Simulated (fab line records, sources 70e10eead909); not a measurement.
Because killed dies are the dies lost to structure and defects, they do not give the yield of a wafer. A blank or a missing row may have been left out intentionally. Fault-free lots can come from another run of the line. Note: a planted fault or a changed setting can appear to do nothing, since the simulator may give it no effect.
Chamber matching :: flow nand harc :: NHARC_A_WL_FILL_STRIP_29 on rie diel-05: 4 sister chambers
The step strips in O2, time 20 s. 8 wafers are shown with their chamber, then 10 later ones without.

WAFERS PAIRED WITH THEIR CHAMBERS
wafer: L075.6
chamber: 1
drypump motor current A (A): 5.41
oes product au (a.u.): 1.005

wafer: L080.6
chamber: 3
drypump motor current A (A): 5.34
oes product au (a.u.): 0.991

wafer: L082.6
chamber: 2
drypump motor current A (A): 5.75
oes product au (a.u.): 0.996

wafer: L084.1
chamber: 0
drypump motor current A (A): 5.73
oes product au (a.u.): 0.992

wafer: L084.2
chamber: 2
drypump motor current A (A): 5.73
oes product au (a.u.): 1.025

wafer: L084.3
chamber: 3
drypump motor current A (A): 5.39
oes product au (a.u.): 0.992

wafer: L086.1
chamber: 1
drypump motor current A (A): 5.42
oes product au (a.u.): 1.030

wafer: L086.3
chamber: 0
drypump motor current A (A): 5.72
oes product au (a.u.): 0.988

WAFERS MISSING THEIR CHAMBER
wafer: L086.4
drypump motor current A (A): 5.74
oes product au (a.u.): 1.018

wafer: L089.1
drypump motor current A (A): 5.39
oes product au (a.u.): 1.022

wafer: L089.4
drypump motor current A (A): 5.80
oes product au (a.u.): 1.022

wafer: L089.5
drypump motor current A (A): 5.41
oes product au (a.u.): 1.024

wafer: L093.1
drypump motor current A (A): 5.78
oes product au (a.u.): 0.998

wafer: L093.3
drypump motor current A (A): 5.39
oes product au (a.u.): 1.007

wafer: L093.6
drypump motor current A (A): 5.33
oes product au (a.u.): 0.996

wafer: L096.1
drypump motor current A (A): 5.73
oes product au (a.u.): 0.992

wafer: L096.2
drypump motor current A (A): 5.43
oes product au (a.u.): 1.019

wafer: L096.6
drypump motor current A (A): 5.43
oes product au (a.u.): 1.011

WHICH CHAMBER EACH ONE RAN IN
wafer: L086.4
from the rows above: can't be placed: 2 or 0
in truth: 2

wafer: L089.1
from the rows above: can't be placed: 1 or 3
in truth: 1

wafer: L089.4
from the rows above: can't be placed: 2 or 0
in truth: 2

wafer: L089.5
from the rows above: 1
in truth: 1

wafer: L093.1
from the rows above: can't be placed: 2 or 0
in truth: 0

wafer: L093.3
from the rows above: can't be placed: 1 or 3
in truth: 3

wafer: L093.6
from the rows above: 3
in truth: 3

wafer: L096.1
from the rows above: can't be placed: 0 or 2
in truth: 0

wafer: L096.2
from the rows above: 1
in truth: 1

wafer: L096.6
from the rows above: 1
in truth: 1
Placed correctly: 4 of 10. From these rows, 6 cannot be placed; in 6 the true chamber is one of the candidates. Number placed wrongly: 0.
How it was worked out, from the rows above alone: a wafer's distance from a chamber is the root of the sum, over the readings, of the square of ((its reading less the chamber's mean) divided by the reading's scatter). The wafer belongs to the nearest chamber; if the next one is less than 2 further off, it can't be placed. A chamber's mean is the mean of its shown wafers. The scatter is the square root of a quotient: the sum, over the shown wafers, of each reading's squared deviation from its chamber's mean, divided by wafers minus chambers.
